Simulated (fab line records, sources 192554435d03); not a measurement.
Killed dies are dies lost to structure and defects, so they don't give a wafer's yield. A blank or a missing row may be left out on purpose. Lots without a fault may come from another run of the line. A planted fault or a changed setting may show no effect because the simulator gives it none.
fab line records | flow n5_finfet
record lots=4 wafers=12 last_day=16
route steps=1938 shown BEOL_M4@1099 BEOL_M5@1112 BEOL_M8@1352 PASSIVATION@1936
lots that met no fault: from a run of the same line without faults
start_h: hours from the record's first day to the start of the lot's first wafer shown | wait_h: hours since the lot's step before | " the same as in the row above | L1.1+2: a row that stands for several wafers | - no value, or no start given | * or withheld: withheld | < > ~ a bound
route shown NAME@n: a module of which the file shows steps, and the number in the route of the first | usual: mean/standard deviation of fault-free wafers | same: alike in all rows | chamber/n: place in a boat | sites: the reading at each site | _std_site: their standard deviation | _edge_site: outer sites' mean less inner sites' | radius_mm: how far each site lies from the wafer's centre | mask NAME#n: copy n | behind: the tool/chamber that last shaped the wafer | hold: why the lot was held/for how many hours/how that ended | device: the transistor (n, p or np) that didn't switch | end of line: the same wafers' tests at the end of the route | a step without rows: its recipe alone | killed: dies lost to structure and defects at the first sort, not the wafer's yield | map: a wafer's dies, x killed, . not, _ none there
set.NAME: the setting as run; set.NAME@STEP: as run at that earlier step | model.NAME: the simulator's own value behind a step, which no gauge read
lots at some steps of the route; a table a step, a row a wafer
services: from which hour (start_h, from the record's first day; less than 0 if before it) a tool's chamber was out of use, for how many hours, and why
## steps
# step N5_BEOL_M4_ANNEAL_95
# recipe temp_c=400 time_s=240 ambient=vacuum
# step N5_BEOL_M4_SPUTTER_96
# recipe material=Cu target_thk_a=45 temp_c=-20 chamber_pressure_pa=0.07 power_w=withheld time_s=8.29
# step N5_BEOL_M4_ECD_50
# recipe material=Cu target_thk_a=3000
# step N5_BEOL_M4_ANNEAL_51
# recipe temp_c=225 time_s=90 ambient=N2
# step N5_BEOL_M4_CMP_52
# recipe stop_on=SiOC t_overpolish_s=6.8 down_force_psi=1 platen_rpm=50 clearing_platen_down_force_psi=1.5 clearing_platen_rpm=50 post_cmp_clean=cu_alkaline target_thk_nm=40 clearing_platen_pad_velocity_m_s=0.99484 pad_velocity_m_s=0.99484
# step N5_BEOL_M4_PRE_CLEAN_60
# recipe gas=NH3/H2 time_s=15 temp_c=* rf_power_w=300
# step N5_BEOL_M4_CO_CAP_55
# recipe material=Co target_thk_a=20 temp_c=200 precursor=CCTBA/H2 pressure_torr=30 time_s=102.1
# step N5_BEOL_M4_PRE_CLEAN_56
# recipe gas=NH3 time_s=15 temp_c=withheld rf_power_w=300
# step N5_BEOL_M4_DEP_57
# recipe material=SiCN target_thk_a=80 temp_c=withheld precursor=3MS/NH3 pressure_torr=3 rf_w=202 time_s=14
# step N5_BEOL_M4_RC_MEAS_101
# usual DIBL_N=36.0/2.5 DIBL_P=36.7/3 IOFF_N=0.16/0.043 IOFF_P=0.21/0.049 ION_N=673/15 ION_P=461/9.8 SS_N=71.5/0.83 SS_P=73.4/0.83 VT_N=250/4 VT_P=-251/4
# columns lot.wafer tool chamber start_h wait_h DIBL_N[mV/V] DIBL_P[mV/V] IOFF_N[nA/um] IOFF_P[nA/um] ION_N[uA/um] ION_P[uA/um] SS_N[mV/dec] SS_P[mV/dec] VT_N[mV] VT_P[mV]
L798.2 prober-01 0 187.02 0.2 36.6 39.1 0.19 0.27 695 485 73.0 73.5 244 -246
L798.3 " 0 " " 36.0 37.3 0.18 0.23 680 470 71.8 73.0 248 -248
L798.4 " 0 " " 34.8 33.7 0.13 0.17 652 455 72.1 72.7 254 -251
L806.1 prober-02 0 237.10 0.0 33.9 30.8 0.12 0.19 673 472 70.8 72.6 253 -249
L806.4 " 0 " " 35.0 32.6 0.14 0.21 681 476 71.3 71.9 251 -246
L806.6 " 0 " " 36.0 34.2 0.14 0.22 673 465 71.1 73.1 250 -248
L805.3 prober-02 0 242.34 0.3 36.3 36.6 0.18 0.21 697 467 71.0 73.8 249 -252
L805.4 " 0 " " 39.4 39.3 0.20 0.24 678 457 72.8 74.5 248 -252
L805.6 " 0 " " 39.2 40.1 0.22 0.27 691 482 72.9 74.1 247 -249
L809.2 prober-01 0 266.77 0.2 37.9 40.2 0.20 0.28 682 472 72.1 74.6 247 -245
L809.3 " 0 " " 36.3 37.5 0.17 0.23 667 457 71.5 73.8 250 -246
L809.4 " 0 " " 34.1 35.2 0.13 0.19 667 459 71.5 73.1 253 -251
# step N5_BEOL_M5_ILD_DEP_00
# recipe material=SiCOH_lowk target_thk_a=1406.4 temp_c=300 precursor=DEMS/porogen pressure_torr=5 rf_w=500 time_s=25.9
# step N5_BEOL_M5_CURE_79
# recipe temp_c=385 time_s=240 ambient=He/Ar material=SiCOH_lowk
# step N5_BEOL_M5_PECVD_70
# recipe material=SiO2 target_thk_a=160 temp_c=400 precursor=TEOS/O2 pressure_torr=5.5 rf_w=450 teos_flow_sccm=53.8 gas=O2 flow_sccm=3000 time_s=18
# step N5_BEOL_M5_HM_DEP_02
# recipe material=TiN target_thk_a=200 temp_c=25 chamber_pressure_pa=0.49996
# step N5_BEOL_M5_COAT_59
# recipe resist=SOC temp_c=250 time_s=60 spin_rpm=1500 resist_thk_nm=60
# step N5_BEOL_M5_COAT_60
# recipe resist=SiARC temp_c=220 time_s=60 spin_rpm=1500 resist_thk_nm=12
# step N5_BEOL_M5_COAT_71
# recipe resist=underlayer temp_c=205 time_s=60 spin_rpm=1500 resist_thk_nm=5
# step N5_BEOL_M5_COAT_05
# recipe resist=CAR-EUV spin_rpm=1500 resist_thk_nm=30
# step N5_BEOL_M5_EBR_07
# recipe solvent=PGMEA ebr_width_mm=1.5
# step N5_BEOL_M5_SOFTBAKE_06
# recipe temp_c=110 time_s=60 resist=CAR-EUV
# step N5_BEOL_M5_EXPOSE_08
# recipe mask_id=M5 na=0.33 source_shape=annular sigma_inner=0.4 sigma_outer=0.8 polarization=unpolarized target_cd_nm=28 dose_mj=35.75
# step N5_BEOL_M5_PEB_09
# recipe peb_temp_c=100 peb_time_s=60 resist=CAR-EUV
# step N5_BEOL_M5_DEVELOP_10
# recipe develop_time_s=30 developer=TMAH resist=CAR-EUV rinse_liquid=surfactant_rinse dry=air_spin dev_temp_c=23
# step N5_BEOL_M5_DESCUM_16
# recipe chemistry=O2 time_s=7 source_power_w=50 bias_power_w=20 pressure_mtorr=20 rf_frequency_hz=2.712e+07 temp_c=40 resist=CAR-EUV o2_flow_sccm=225
# step N5_BEOL_M5_ETCH_72
# recipe chemistry=N2/H2 target=underlayer target_depth_a=65 mask_material=CAR-EUV time_s=5.2 ion_energy_ev=200 pressure_mtorr=30 source_w=840 bias_w=150 n2_flow_sccm=200 h2_flow_sccm=200 ends=cleared
# step N5_BEOL_M5_ETCH_61
# recipe chemistry=CF4 target=SiARC target_depth_a=156 mask_material=CAR-EUV time_s=26 ion_energy_ev=80 pressure_mtorr=40 source_w=545 bias_w=36 Ar_flow_sccm=100 cf4_flow_sccm=100 ends=cleared
# step N5_BEOL_M5_ETCH_62
# recipe chemistry=N2/H2 target=SOC target_depth_a=750 overetch_a=150 mask_material=SiARC temp_c=40 time_s=112.5 ion_energy_ev=200 pressure_mtorr=30 source_w=840 bias_w=150 n2_flow_sccm=200 h2_flow_sccm=200
# step N5_BEOL_M5_STRIP_63
# recipe chemistry=N2/H2 temp_c=40 n2_flow_sccm=200 h2_flow_sccm=200 rf_frequency_hz=6e+07
# step N5_BEOL_M5_STRIP_73
# recipe chemistry=N2/H2 temp_c=40 n2_flow_sccm=200 h2_flow_sccm=200 rf_frequency_hz=6e+07
# step N5_BEOL_M5_STRIP_64
# recipe chemistry=CF4 resist=SiARC power_w=300 bias_power_w=75 pressure_mtorr=50 cf4_flow_sccm=150 rf_frequency_hz=6e+07
# step N5_BEOL_M5_HM_OPEN_17
# recipe chemistry=Cl2/BCl3 target_depth_a=200 overetch_a=60 target=TiN mask_material=SOC ion_energy_ev=150 pressure_mtorr=10 icp_w=1000 bias_w=126 Cl2_flow_sccm=53.25 bcl3_flow_sccm=21.75 Ar_flow_sccm=25
# step N5_BEOL_M5_STRIP_19
# recipe chemistry=O2 power_w=400 temp_c=40 pressure_mtorr=30 rf_frequency_hz=6e+07 bias_power_w=0 overash_fraction=0.2 o2_flow_sccm=225
# step N5_BEOL_M5_COAT_65
# recipe resist=SOC temp_c=250 time_s=60 spin_rpm=1500 resist_thk_nm=60
# step N5_BEOL_M5_COAT_66
# recipe resist=SiARC temp_c=220 time_s=60 spin_rpm=1500 resist_thk_nm=12
# step N5_BEOL_M8_STRIP_67
# recipe chemistry=CF4 resist=SiARC power_w=300 bias_power_w=75 pressure_mtorr=50 cf4_flow_sccm=150 rf_frequency_hz=6e+07
# usual bias_power_w=74.98/0.24 cf4_flow_sccm=150.0/0.47 drypump_motor_current_A=5.7/0.4 oes_product_au=0.81/0.095 rf_vpp_V=271.0/1.9 showerhead_plenum_p_Torr=1.79/0.069 throttle_valve_pct=13.45/0.27
# columns lot.wafer tool chamber start_h wait_h bias_power_w cf4_flow_sccm drypump_motor_current_A oes_product_au rf_hours_counter_h rf_vpp_V showerhead_plenum_p_Torr throttle_valve_pct model.SiARC_of_BEOL_M8_COAT_60.thk_nm
L798.2 rie_diel-06 3 219.78 0.0 74.92 150.2 6.5 0.85 69 270.0 1.73 13.36 0
L798.3 " 2 " " 75.28 150.6 5.5 0.69 214 270.3 1.70 13.79 0
L798.4 " 1 " " 75.01 149.8 6.0 0.68 - 269.2 1.77 14.06 0
L806.1 rie_diel-06 3 270.76 0.0 - - - - - - - - 28.2
L806.4 " 2 " " - - - - - - - - 28.2
L806.6 " 2 " " - - - - - - - - 28.4
L805.3 rie_diel-04 3 278.70 0.0 - - - - - - - - 28.2
L805.4 " 2 " " - - - - - - - - 28.4
L805.6 " 0 " " - - - - - - - - 28.4
L809.2 rie_diel-05 1 302.93 0.0 75.19 150.0 6.0 0.79 92 270.3 1.73 13.26 0
L809.3 " 0 " " 75.14 150.6 5.7 0.88 30 274.5 1.89 13.35 0
L809.4 " 3 " " 74.96 151.1 5.6 0.90 - 269.9 1.76 13.39 0
# step N5_BEOL_M8_STRIP_19
# recipe chemistry=O2 power_w=400 temp_c=40 pressure_mtorr=30 rf_frequency_hz=6e+07 bias_power_w=0 overash_fraction=0.2 o2_flow_sccm=225
# usual chamber_pressure_mTorr=30.00/0.032 drypump_motor_current_A=5.9/0.45 oes_product_au=0.82/0.1 rf_vpp_V=3.6/0.58 showerhead_plenum_p_Torr=2.09/0.092 throttle_valve_pct=16.59/0.22
# same bias_power_w=0
# columns lot.wafer tool chamber start_h wait_h chamber_pressure_mTorr drypump_motor_current_A oes_product_au rf_hours_counter_h rf_vpp_V showerhead_plenum_p_Torr throttle_valve_pct model.SOC_of_BEOL_M8_COAT_59.thk_nm
L798.2 rie_diel-06 3 220.02 0.1 30.02 6.5 0.84 69 3.3 2.01 16.44 0
L798.3 " 1 " " 29.96 6.0 0.69 254 4.4 2.08 17.21 0
L798.4 " 2 " " 30.03 5.5 0.68 - 4.2 1.98 16.78 0
L806.1 rie_diel-05 3 271.00 0.2 30.02 5.6 0.96 14 4.8 2.05 16.48 92
L806.4 " 0 " " 29.96 5.7 0.90 18 2.9 2.27 16.64 92.4
L806.6 " 1 " " 29.95 6.0 0.83 - 4.2 2.05 16.47 92.2
L805.3 rie_diel-04 2 278.98 0.1 29.95 5.7 0.69 218 4.0 2.18 16.98 91.4
L805.4 " 0 " " 30.05 5.6 0.91 20 3.8 2.25 16.34 91.8
L805.6 " 0 " " 30.06 5.6 0.90 - 2.7 2.25 16.35 91.6
L809.2 rie_diel-06 0 303.08 0.1 30.05 6.6 0.89 26 3.5 2.05 16.55 0
L809.3 " 1 " " 30.02 6.0 0.94 19 4.2 2.07 16.71 0
L809.4 " 1 " " 29.99 6.0 0.93 - 3.5 2.07 16.71 0
# step N5_BEOL_M8_ETCH_66
# recipe chemistry=N2/H2 target=SOC target_depth_a=800 overetch_a=160 mask_material=SiARC temp_c=40 time_s=120 ion_energy_ev=200 pressure_mtorr=30 source_w=840 bias_w=150 n2_flow_sccm=200 h2_flow_sccm=200
# usual drypump_motor_current_A=5.7/0.45 n2_flow_sccm=200.0/0.61 oes_product_au=0.62/0.076 rf_vpp_V=523/3.2 showerhead_plenum_p_Torr=2.53/0.11 throttle_valve_pct=17.69/0.26
# columns lot.wafer tool chamber start_h wait_h drypump_motor_current_A n2_flow_sccm oes_product_au rf_hours_counter_h rf_vpp_V showerhead_plenum_p_Torr throttle_valve_pct model.etch.depth_nm
L798.2 rie_diel-05 2 220.74 0.0 5.1 199.4 0.54 225 526 2.63 17.75 59.97
L798.3 " 1 " " 6.1 199.7 0.63 61 521 2.50 17.65 60.01
L798.4 " 1 " " 6.0 200.3 0.63 - 523 2.50 17.68 60.07
L806.1 rie_diel-05 3 271.62 0.0 5.6 200.3 0.94 14 523 2.51 18.01 96.6
L806.4 " 2 " " 5.1 200.8 0.68 244 525 2.62 17.80 93.27
L806.6 " 0 " " 5.7 199.1 0.92 - 527 2.68 17.41 99.18
L805.3 rie_diel-04 1 281.44 0.0 5.2 199.1 0.68 224 521 2.41 17.53 92.02
L805.4 " 0 " " 5.6 200.3 0.92 20 529 2.72 17.58 95.17
L805.6 " 3 " " 5.3 201.1 0.83 - 522 2.46 17.38 97.47
L809.2 rie_diel-06 3 304.02 0.0 6.5 200.4 0.62 101 522 2.46 17.80 60.16
L809.3 " 0 " " 6.6 199.3 0.68 27 523 2.47 17.58 60.01
L809.4 " 0 " " 6.6 200.2 0.68 - 522 2.47 17.57 60.27
# step N5_BEOL_M8_VIA_ETCH_34
# recipe chemistry=C4F6/O2 target=SiCOH_lowk target_depth_a=1255 mask_material=SOC taper_deg=4 time_s=50.5 ion_energy_ev=250 pressure_mtorr=30 source_w=345 bias_w=185 Ar_flow_sccm=300 C4F6_flow_sccm=10 O2_flow_sccm=10
# usual drypump_motor_current_A=5.7/0.45 oes_product_au=0.81/0.1 rf_vpp_V=660/15 showerhead_plenum_p_Torr=2.83/0.13 throttle_valve_pct=20.74/0.19
# columns lot.wafer tool chamber start_h wait_h drypump_motor_current_A oes_product_au rf_hours_counter_h rf_vpp_V showerhead_plenum_p_Torr throttle_valve_pct
L798.2 rie_diel-05 2 220.84 0.0 5.1 0.69 225 660 2.96 20.91
L798.3 " 1 " " 6.1 0.84 61 656 2.79 20.69
L798.4 " 1 " " 6.1 0.84 - 656 2.79 20.69
L806.1 rie_diel-05 3 271.72 0.0 5.6 0.36 14 639 2.82 20.83
L806.4 " 2 " " 5.1 0.26 244 659 2.95 20.79
L806.6 " 0 " " 5.7 0.34 - 689 3.04 20.63
L805.3 rie_diel-04 1 281.54 0.0 5.2 0.26 224 650 2.69 20.30
L805.4 " 0 " " 5.6 0.34 20 663 3.05 20.47
L805.6 " 3 " " 5.3 0.31 - 658 2.79 20.49
L809.2 rie_diel-06 3 304.12 0.0 6.5 0.82 102 629 2.72 20.62
L809.3 " 0 " " 6.6 0.89 27 655 2.81 20.90
L809.4 " 0 " " 6.7 0.89 - 655 2.81 20.89
# step N5_BEOL_M8_ETCH_41
# recipe chemistry=CH3F/O2 target=SiCN target_depth_a=319 taper_deg=2 time_s=57.8 ion_energy_ev=120 mask_material=TiN pressure_mtorr=30 source_w=395 bias_w=75 Ar_flow_sccm=150 CH3F_flow_sccm=30 O2_flow_sccm=20
# usual drypump_motor_current_A=5.7/0.45 oes_product_au=0.81/0.1 rf_vpp_V=297.1/1.8 showerhead_plenum_p_Torr=1.99/0.096 throttle_valve_pct=16.18/0.19
# columns lot.wafer tool chamber start_h wait_h drypump_motor_current_A oes_product_au rf_hours_counter_h rf_vpp_V showerhead_plenum_p_Torr throttle_valve_pct model.SiARC_of_BEOL_M8_COAT_60.thk_nm
L798.2 rie_diel-05 2 - - 5.1 0.69 226 298.4 2.08 16.33 0
L798.3 " 1 " " 6.0 0.84 61 295.8 1.96 16.07 0
L798.4 " 1 " " 6.0 0.84 - 297.0 1.96 16.09 0
L806.1 rie_diel-05 3 - - 5.6 0.92 14 296.2 1.98 16.23 18
L806.4 " 2 " " 5.1 0.68 244 298.1 2.07 16.37 18.2
L806.6 " 0 " " 5.7 0.91 - 299.0 2.14 16.15 18
L805.3 rie_diel-04 1 - - 5.3 0.67 224 294.1 1.89 16.05 17.6
L805.4 " 0 " " 5.6 0.91 20 300.0 2.15 15.95 17.8
L805.6 " 3 " " 5.4 0.83 - 294.9 1.95 16.03 17.6
L809.2 rie_diel-06 3 - - 6.4 0.81 102 297.0 1.91 16.11 0
L809.3 " 0 " " 6.6 0.89 27 294.9 1.97 16.24 0
L809.4 " 0 " " 6.6 0.89 - 296.3 1.97 16.23 0
# step N5_BEOL_M8_OCD_MEAS_38
# usual trench_depth_nm=93.1/2.4
# columns lot.wafer tool chamber start_h wait_h trench_depth_nm
L798.2 ocd-01 - 221.09 - 91.2
L798.3 " - " " 96.4
L798.4 " - " " 95.7
L806.1 ocd-02 - 271.97 - -
L806.4 " - " " -
L806.6 " - " " -
L805.3 ocd-01 - 281.79 - -
L805.4 " - " " -
L805.6 " - " " -
L809.2 ocd-02 - 304.37 - 95.2
L809.3 " - " " 92.6
L809.4 " - " " 91.7
# step N5_PASSIVATION_PROBE_49
# usual defect_limited_yield=91.1/1.5 killed_at_M0_to_M3=37/11 killed_at_M4_up=13/5.6 killed_at_contacts=12/5.6 killed_at_front_end=39/11 killed_at_other=4/3.1 killed_dies=105/18 killed_on_rim=14/3.8 killed_open=69/13 killed_short=35/7.4 sort_bin_5_function=5.1/0.92 sort_bin_6_memory=3.4/0.76 sort_n_pass=1075/18 sort_yield_pct=91.1/1.5
# same gross_dies=1180 killed_at_back_side=0 sort_bin_4_leakage[%]=0 sort_bin_8_speed[%]=0
# columns lot.wafer tool chamber start_h wait_h defect_limited_yield[%] killed_at_M0_to_M3 killed_at_M4_up killed_at_contacts killed_at_front_end killed_at_other killed_dies killed_on_rim killed_open killed_short sort_bin_5_function[%] sort_bin_6_memory[%] sort_n_pass sort_yield_pct[%]
L806.1 prober-01 - 344.19 0.0 0 30 1109 3 24 14 1180 152 44 32 97.3 2.5 0 0
L806.4 prober-01 - 344.34 0.2 0 34 1102 14 25 5 1180 152 55 24 96.6 3.2 0 0
L806.6 prober-01 - 344.44 0.3 0 28 1119 4 26 3 1180 152 43 24 97.8 2.1 0 0
L805.3 prober-02 - 349.26 0.1 0 46 1067 32 34 1 1180 152 90 39 96.0 3.8 0 0
L805.4 prober-02 - 349.31 0.2 0 70 1072 5 27 6 1180 152 75 45 95.3 4.4 0 0
L805.6 prober-02 - 349.41 0.3 0 45 1095 7 30 3 1180 152 62 34 96.4 3.2 0 0
L809.2 prober-01 - 377.96 0.1 90.3 36 17 16 45 1 115 13 82 33 5.3 4.3 1065 90.3
L809.3 prober-01 - 378.01 0.1 89.3 50 20 19 36 1 126 21 83 43 6.3 4.1 1054 89.3
L809.4 prober-01 - 378.06 0.2 91.7 24 15 13 45 1 98 15 64 34 4.2 4.0 1082 91.7
# killed by level:class
L806.1 BEOL_M8:area_etch=1103 BEOL_M2:geometric_particle:open=14 PASS1_CAP:geometric_particle:short=8 GATE_CUT:geometric_particle:short=5 BEOL_M3:geometric_particle:open=5 GATE_CUT:geometric_particle:open=4 BEOL_M0_SAQP:geometric_particle:open=4 ILD0:geometric_particle:short=3
L806.4 BEOL_M8:area_etch=1099 MOL_CONTACT_COAG:geometric_particle:open=11 BEOL_M2:geometric_particle:open=11 BEOL_M1:geometric_particle:open=7 DUMMY_GATE:geometric_particle:open=6 BEOL_M0_SAQP:geometric_particle:short=5 FIN_SAQP:geometric_particle:short=4 GATE_CUT:geometric_particle:short=4
L806.6 BEOL_M8:area_etch=1111 BEOL_M0_SAQP:geometric_particle:open=6 BEOL_M2:geometric_particle:open=6 STARTING-WAFER:geometric_particle:short=5 ILD0:geometric_particle:short=4 GATE_CUT:geometric_particle:short=4 MOL_CONTACT_COAG:geometric_particle:open=4 BEOL_M0_SAQP:geometric_particle:short=4
L805.3 BEOL_M8:area_etch=1051 MOL_CONTACT_COAG:geometric_particle:open=26 FIN_SAQP:geometric_particle:open=15 BEOL_M0_SAQP:geometric_particle:short=12 BEOL_M0_SAQP:geometric_particle:open=10 BEOL_M3:geometric_particle:open=9 BEOL_M4:geometric_particle:open=9 FIN_SAQP:geometric_particle:short=7
L805.4 BEOL_M8:area_etch=1060 BEOL_M0_SAQP:geometric_particle:open=20 BEOL_M0_SAQP:geometric_particle:short=19 BEOL_M1:geometric_particle:open=11 BEOL_M3:geometric_particle:open=11 FIN_SAQP:geometric_particle:short=5 GATE_CUT:geometric_particle:short=5 BEOL_M2:geometric_particle:open=5
L805.6 BEOL_M8:area_etch=1084 BEOL_M0_SAQP:geometric_particle:open=12 BEOL_M0_SAQP:geometric_particle:short=12 BEOL_M1:geometric_particle:open=11 FIN_SAQP:geometric_particle:open=7 BEOL_M4:geometric_particle:open=7 FIN_SAQP:geometric_particle:short=5 MOL_CONTACT_COAG:geometric_particle:open=5
L809.2 BEOL_M0_SAQP:geometric_particle:open=12 FIN_SAQP:geometric_particle:short=11 MOL_CONTACT_COAG:geometric_particle:open=11 FIN_SAQP:geometric_particle:open=10 BEOL_M3:geometric_particle:open=9 DUMMY_GATE:geometric_particle:open=8 BEOL_M1:geometric_particle:open=7 BEOL_M4:geometric_particle:open=6
L809.3 MOL_CONTACT_COAG:geometric_particle:open=16 BEOL_M0_SAQP:geometric_particle:open=14 FIN_SAQP:geometric_particle:short=11 BEOL_M0_SAQP:geometric_particle:short=10 BEOL_M4:geometric_particle:open=10 BEOL_M2:geometric_particle:open=9 BEOL_M3:geometric_particle:open=8 FIN_SAQP:geometric_particle:open=6
L809.4 STI_FIN_REVEAL:geometric_particle:open=14 FIN_SAQP:geometric_particle:short=13 MOL_CONTACT_COAG:geometric_particle:open=10 BEOL_M1:geometric_particle:open=9 BEOL_M0_SAQP:geometric_particle:open=5 GATE_CUT:geometric_particle:short=4 BEOL_M0_SAQP:geometric_particle:short=4 BEOL_M2:geometric_particle:open=3
# map L805.3 (x killed, . not)
_________________xxxxxxxxxxxx________________
______________xxxxxxxxxxxxxxxxxx_____________
___________xxxxxxxxxxxxxxxxxxxxxxxx__________
__________xxxxxxxxxxxxxxxxxxxxxxxxxx_________
________xxxxxxxxxxxxxxxxxxxxxxxxxxxxxx_______
_______xxxxxxxxxxxxxxxxxxxxxxxxxxxxxxxx______
______xxxxxxxxxxxxxxxxxxxxxxxxxxxxxxxxxx_____
_____xxxxxxxxxxxxxxxxxxxxxxxxxxxxxxxxxxxx____
____xxxxxxxxxxxxxxxxxxxxxxxxxxxxxxxxxxxxxx___
___xxxxxxxxxxxxxxxxxxxxxxxxxxxxxxxxxxxxxxxx__
___xxxxxxxxxxxxxxxxxxxxxxxxxxxxxxxxxxxxxxxx__
__xxxxxxxxxxxxxxxxxxxxxxxxxxxxxxxxxxxxxxxxxx_
__xxxxxxxxxxxxxxxxxxxxxxxxxxxxxxxxxxxxxxxxxx_
_xxxxxxxxxxxxxxxxxxxxxxxxxxxxxxxxxxxxxxxxxxxx
_xxxxxxxxxxxxxxxxxxxxxxxxxxxxxxxxxxxxxxxxxxxx
_xxxxxxxxxxxxxxxxxxxxxxxxxxxxxxxxxxxxxxxxxxxx
_xxxxxxxxxxxxxxxxxxxxxxxxxxxxxxxxxxxxxxxxxxxx
_xxxxxxxxxxxxxxxxxxxxxxxxxxxxxxxxxxxxxxxxxxxx
_xxxxxxxxxxxxxxxxxxxxxxxxxxxxxxxxxxxxxxxxxxxx
_xxxxxxxxxxxxxxxxxxxxxxxxxxxxxxxxxxxxxxxxxxxx
_xxxxxxxxxxxxxxxxxxxxxxxxxxxxxxxxxxxxxxxxxxxx
__xxxxxxxxxxxxxxxxxxxxxxxxxxxxxxxxxxxxxxxxxx_
__xxxxxxxxxxxxxxxxxxxxxxxxxxxxxxxxxxxxxxxxxx_
___xxxxxxxxxxxxxxxxxxxxxxxxxxxxxxxxxxxxxxxx__
___xxxxxxxxxxxxxxxxxxxxxxxxxxxxxxxxxxxxxxxx__
____xxxxxxxxxxxxxxxxxxxxxxxxxxxxxxxxxxxxxx___
_____xxxxxxxxxxxxxxxxxxxxxxxxxxxxxxxxxxxx____
______xxxxxxxxxxxxxxxxxxxxxxxxxxxxxxxxxx_____
_______xxxxxxxxxxxxxxxxxxxxxxxxxxxxxxxx______
________xxxxxxxxxxxxxxxxxxxxxxxxxxxxxx_______
__________xxxxxxxxxxxxxxxxxxxxxxxxxx_________
___________xxxxxxxxxxxxxxxxxxxxxxxx__________
______________xxxxxxxxxxxxxxxxxx_____________
_________________xxxxxxxxxxxx________________
# map L806.1 (x killed, . not)
_________________xxxxxxxxxxxx________________
______________xxxxxxxxxxxxxxxxxx_____________
___________xxxxxxxxxxxxxxxxxxxxxxxx__________
__________xxxxxxxxxxxxxxxxxxxxxxxxxx_________
________xxxxxxxxxxxxxxxxxxxxxxxxxxxxxx_______
_______xxxxxxxxxxxxxxxxxxxxxxxxxxxxxxxx______
______xxxxxxxxxxxxxxxxxxxxxxxxxxxxxxxxxx_____
_____xxxxxxxxxxxxxxxxxxxxxxxxxxxxxxxxxxxx____
____xxxxxxxxxxxxxxxxxxxxxxxxxxxxxxxxxxxxxx___
___xxxxxxxxxxxxxxxxxxxxxxxxxxxxxxxxxxxxxxxx__
___xxxxxxxxxxxxxxxxxxxxxxxxxxxxxxxxxxxxxxxx__
__xxxxxxxxxxxxxxxxxxxxxxxxxxxxxxxxxxxxxxxxxx_
__xxxxxxxxxxxxxxxxxxxxxxxxxxxxxxxxxxxxxxxxxx_
_xxxxxxxxxxxxxxxxxxxxxxxxxxxxxxxxxxxxxxxxxxxx
_xxxxxxxxxxxxxxxxxxxxxxxxxxxxxxxxxxxxxxxxxxxx
_xxxxxxxxxxxxxxxxxxxxxxxxxxxxxxxxxxxxxxxxxxxx
_xxxxxxxxxxxxxxxxxxxxxxxxxxxxxxxxxxxxxxxxxxxx
_xxxxxxxxxxxxxxxxxxxxxxxxxxxxxxxxxxxxxxxxxxxx
_xxxxxxxxxxxxxxxxxxxxxxxxxxxxxxxxxxxxxxxxxxxx
_xxxxxxxxxxxxxxxxxxxxxxxxxxxxxxxxxxxxxxxxxxxx
_xxxxxxxxxxxxxxxxxxxxxxxxxxxxxxxxxxxxxxxxxxxx
__xxxxxxxxxxxxxxxxxxxxxxxxxxxxxxxxxxxxxxxxxx_
__xxxxxxxxxxxxxxxxxxxxxxxxxxxxxxxxxxxxxxxxxx_
___xxxxxxxxxxxxxxxxxxxxxxxxxxxxxxxxxxxxxxxx__
___xxxxxxxxxxxxxxxxxxxxxxxxxxxxxxxxxxxxxxxx__
____xxxxxxxxxxxxxxxxxxxxxxxxxxxxxxxxxxxxxx___
_____xxxxxxxxxxxxxxxxxxxxxxxxxxxxxxxxxxxx____
______xxxxxxxxxxxxxxxxxxxxxxxxxxxxxxxxxx_____
_______xxxxxxxxxxxxxxxxxxxxxxxxxxxxxxxx______
________xxxxxxxxxxxxxxxxxxxxxxxxxxxxxx_______
__________xxxxxxxxxxxxxxxxxxxxxxxxxx_________
___________xxxxxxxxxxxxxxxxxxxxxxxx__________
______________xxxxxxxxxxxxxxxxxx_____________
_________________xxxxxxxxxxxx________________
## services
# columns tool chamber start_h hours kind
rie_diel-05 0 199.06 - clean
rie_diel-05 0 199.06 - consumable_replace:focus_ring
rie_diel-05 0 199.06 - consumable_replace:showerhead
rie_diel-05 0 199.06 18.2 scheduled_down
rie_diel-05 0 199.06 18.2 vent_cycle
rie_diel-05 3 209.61 4.5 repair
rie_diel-05 3 217.52 - clean
rie_diel-05 3 217.52 - consumable_replace:focus_ring
rie_diel-05 3 217.52 14.1 scheduled_down
rie_diel-05 3 217.52 14.1 vent_cycle
rie_diel-05 0 223.81 5.5 repair
rie_diel-06 1 228.90 - clean
rie_diel-06 1 228.90 - consumable_replace:focus_ring
rie_diel-06 1 228.90 14.3 scheduled_down
rie_diel-06 1 228.90 14.3 vent_cycle
rie_diel-04 - 266.81 2.4 repair
rie_diel-06 - 267.21 0.6 repair
rie_diel-06 - 275.37 4.3 pm
rie_diel-05 2 290.45 - clean
rie_diel-05 2 290.45 - consumable_replace:focus_ring
rie_diel-05 2 290.45 21.8 scheduled_down
rie_diel-05 2 290.45 21.8 vent_cycle
rie_diel-06 2 294.86 13.9 repair
rie_diel-04 2 302.94 7.1 repair
## key
first_sign step=N5_BEOL_M8_STRIP_67 reading=tool_record direction=missing
effect step=N5_BEOL_M8_ETCH_66 reading=oes_product_au direction=up sigmas=2.7 usual=0.62 struck=0.83 wafers_moved=4
effect step=N5_BEOL_M8_VIA_ETCH_34 reading=oes_product_au direction=down sigmas=4.7 usual=0.81 struck=0.31
effect step=N5_BEOL_M8_OCD_MEAS_38 reading=trench_depth_nm direction=missing
effect step=N5_PASSIVATION_PROBE_49 reading=killed_at_M4_up direction=up sigmas=99+ usual=13 struck=1094
model_effect step=N5_BEOL_M8_STRIP_67 value=SiARC_of_BEOL_M8_COAT_60.thk_nm without=0 struck=28.3
model_effect step=N5_BEOL_M8_STRIP_19 value=SOC_of_BEOL_M8_COAT_59.thk_nm without=0 struck=91.9
model_effect step=N5_BEOL_M8_ETCH_66 value=etch.depth_nm without=59.85 struck=95.62
model_effect step=N5_BEOL_M8_ETCH_41 value=SiARC_of_BEOL_M8_COAT_60.thk_nm without=0 struck=17.87
more_kills_born_at N5_BEOL_M8_ETCH_66@rie_diel-05=3313 N5_BEOL_M8_ETCH_66@rie_diel-04=3195
met_at N5_BEOL_M8_STRIP_67
struck_wafers L805.3,L805.4,L805.6,L806.1,L806.4,L806.6
later_rows_left_out L805.3,L805.4,L805.6,L806.1,L806.4,L806.6
onset_between 219.78 270.76
fault kind=skipped_step_whole tool=rie_diel-04,rie_diel-06 chamber=- onset_h=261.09 steps=N5_BEOL_M8_STRIP_67 scope=struck_lots_only
# later_rows_left_out: the simulator's readings of these wafers behind a module that went badly wrong aren't trusted and aren't shown, but for the sort
